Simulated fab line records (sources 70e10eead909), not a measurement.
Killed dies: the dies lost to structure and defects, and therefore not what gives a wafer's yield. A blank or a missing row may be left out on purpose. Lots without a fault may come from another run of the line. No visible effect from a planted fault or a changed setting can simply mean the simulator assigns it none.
A struck lot beside a sound one ; flow nand_harc ; 15 steps out of a route of 1302
Sound: these wafers, L662.1, L662.2, L662.6. The struck wafers were L678.1, L678.2, L678.6. Last of all comes the cause.
For every step that has rows: the tool of each side, followed by ch and its chambers, followed by its first start. Under that, the readings that differ: sound wafers ; struck wafers ; difference of the means ; sigmas: that difference in standard deviations of wafers without a fault.
alike: readings whose means differ by less than 2 such deviations, and words and numbers that are the same on both sides. not compared: withheld readings, readings that some wafer has no value for, bounds like >300 that may hide the same value, and numbers for which the record gives no deviation and whose values overlap.
A row with sigmas, a row that says differs or no value, or rows on one side alone: a step with any of these is where the two part. Numbers that have no deviation but don't overlap get no sigmas and don't part them. A reading that every wafer of one side lacks parts them only if that side has two wafers or more.

first, 1 step without rows for these wafers: NHARC_A_CONTACT_ETCH_75 (etches the open film in CF4, target depth 39 nm, time 65 s).
NHARC_A_CONTACT_ETCH_76: etches the open film in N2/H2, target depth 260 nm, time 475.3 s.
  sound: rie_diel-05 ch 1,2,3; struck: rie_diel-05 ch 1,3
reading;sound;struck;difference;sigmas
bias_w (W);151.0 149.9 150.2;149.0 149.4 149.8;-1.0;-2
  alike: chamber_pressure_mTorr, drypump_motor_current_A, n2_flow_sccm, oes_product_au, rf_vpp_V, showerhead_plenum_p_Torr, throttle_valve_pct
  not compared: rf_hours_counter_h
then, 1 step without rows for these wafers: NHARC_A_CONTACT_ETCH_77 (etches the open film in CF4/CHF3, target depth 108.9 nm, time 54.5 s).
NHARC_A_CONTACT_ETCH_78: etches the open film in O2/COS, target depth 5300 nm, time 1378 s.
  sound: rie_diel-05 ch 0,1,3; struck: rie_diel-05 ch 0,3
  alike: bias_w, chamber_pressure_mTorr, drypump_motor_current_A, oes_product_au, rf_vpp_V, showerhead_plenum_p_Torr, throttle_valve_pct
  not compared: rf_hours_counter_h
then, 1 step without rows for these wafers: NHARC_A_CONTACT_ETCH_124 (etches the open film in C4F8/O2/Ar, time 140 s, target depth 700 nm).
NHARC_A_CONTACT_ETCH_125: etches the open film in C4F8/O2/Ar, time 197 s, target depth 1918 nm.
  sound on har_cap_etch-02 ch 0,1, day 23 17:41; struck on har_cap_etch-03 ch 0,1, day 30 01:19
  alike: chamber_pressure_mTorr, oes_air_line_au
  not compared: rf_hours_counter_h
then, 1 step without rows for these wafers: NHARC_A_CONTACT_ETCH_126 (etches the open film in C4F8/O2/Ar, time 197 s, target depth 1918 nm).
NHARC_A_CONTACT_ETCH_127: etches the open film in C4F8/O2/Ar, time 197 s, target depth 1918 nm.
  sound on har_cap_etch-02 ch 0,1, day 23 18:09; struck on har_cap_etch-03 ch 0,1, day 30 01:48
  alike: chamber_pressure_mTorr, oes_air_line_au
  not compared: rf_hours_counter_h
then, 1 step without rows for these wafers: NHARC_A_CONTACT_ETCH_128 (etches the open film in C4F8/O2/Ar, time 197 s, target depth 1918 nm).
NHARC_A_CONTACT_ETCH_129: etches the open film in C4F8/O2/Ar, time 197 s, target depth 1918 nm.
  sound on har_cap_etch-02 ch 0,1, day 23 18:37; struck on har_cap_etch-03 ch 0,1, day 30 02:16
  alike: chamber_pressure_mTorr, oes_air_line_au
  not compared: rf_hours_counter_h
then, 2 steps without rows for these wafers: NHARC_A_CONTACT_ETCH_130 (etches the open film in C4F8/O2/Ar, time 197 s, target depth 1918 nm); NHARC_A_CONTACT_ETCH_131 (etches the open film in C4F8/O2/Ar, time 197 s, target depth 1918 nm).
NHARC_A_CONTACT_ETCH_132: etches the open film in C4F8/O2/Ar, time 197 s, target depth 1924 nm.
  sound on har_cap_etch-02 ch 0,1, day 23 19:20; struck on har_cap_etch-03 ch 0,1, day 30 02:58
  no value came back on the struck wafers for chamber_pressure_mTorr (mTorr), oes_air_line_au (a.u.), time_s (s); on the sound wafers chamber_pressure_mTorr (mTorr) reads 20.015 19.996 20.008
  not compared: rf_hours_counter_h
then, 1 step without rows for these wafers: NHARC_A_CONTACT_ETCH_133 (etches the open film in C4F8/O2/Ar, time 374 s, target depth 1610 nm).
-- jump in the record: it breaks off in module A_CONTACT and resumes in module END (first step shown: number 1302 of the route), and 3 days separate the struck wafers' starts before and after --
NHARC_END_SORT_01:
  sound on prober-01 ch 0, day 26 11:56; struck on prober-01 ch 0, day 32 19:44
reading;sound;struck;difference;sigmas
killed_at_array;31 32 29;673 672 670;+641;+36
killed_dies;36 35 32;677 677 677;+643;+36
  alike: killed_at_other, killed_at_periphery, killed_open, killed_short

WHERE THEY PART
At NHARC_A_CONTACT_ETCH_76 first; at NHARC_END_SORT_01 last (within this record only).

WHY: the cause the simulator had injected
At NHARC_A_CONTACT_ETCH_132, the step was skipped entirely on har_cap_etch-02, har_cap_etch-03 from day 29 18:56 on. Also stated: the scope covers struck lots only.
